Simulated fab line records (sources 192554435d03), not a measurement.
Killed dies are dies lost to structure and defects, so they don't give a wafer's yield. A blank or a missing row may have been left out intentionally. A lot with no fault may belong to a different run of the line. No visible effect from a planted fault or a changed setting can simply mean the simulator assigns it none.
Chamber matching -- flow n5_finfet -- N5_BEOL_M10_CURE_71 on uv_cure-01 has 3 sister chambers
The step cures SiCOH lowk, time 240 s. 6 wafers are shown with their chamber, then 10 later ones without.

## WAFERS, EACH WITH ITS CHAMBER
wafer,chamber,wafer_temp_C_max,lamp_power_pct (%)
L080.5,1,387.2,52.21
L080.6,1,386.4,52.33
L085.3,0,386.7,52.36
L085.4,0,386.3,52.31
L087.1,2,387.7,52.19
L087.3,2,386.6,52.27

## WAFERS WHOSE CHAMBER IS MISSING
wafer,wafer_temp_C_max,lamp_power_pct (%)
L087.6,387.2,52.24
L089.2,386.9,52.29
L089.5,386.7,52.24
L089.6,387.1,52.29
L090.1,387.0,52.26
L090.3,386.9,52.40
L090.4,387.7,52.24
L093.1,387.0,52.41
L093.2,386.8,52.30
L093.4,386.9,52.32

## EACH ONE'S CHAMBER
wafer,from the rows above,in truth
L087.6,can't be placed: 2 or 1 or 0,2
L089.2,can't be placed: 1 or 0 or 2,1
L089.5,can't be placed: 1 or 2 or 0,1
L089.6,can't be placed: 1 or 2 or 0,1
L090.1,can't be placed: 1 or 2 or 0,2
L090.3,can't be placed: 0 or 1 or 2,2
L090.4,can't be placed: 2 or 1 or 0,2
L093.1,can't be placed: 0 or 1 or 2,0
L093.2,can't be placed: 1 or 0 or 2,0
L093.4,can't be placed: 0 or 1 or 2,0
Correctly placed: 0 of 10. Not placeable from these rows: 10 (in 10, the candidates include the true chamber). Placed wrongly: 0.
How it was worked out, from the rows above alone: a wafer's distance from a chamber is the root of the sum, over the readings, of the square of ((its reading less the chamber's mean) divided by the reading's scatter). The wafer belongs to the nearest chamber; if the next one is less than 2 further off, it can't be placed. Each chamber's mean is taken over the wafers shown for it. The scatter: take each reading less its chamber's mean, square it, sum over the shown wafers, divide by the number of wafers less the number of chambers, and take the root.
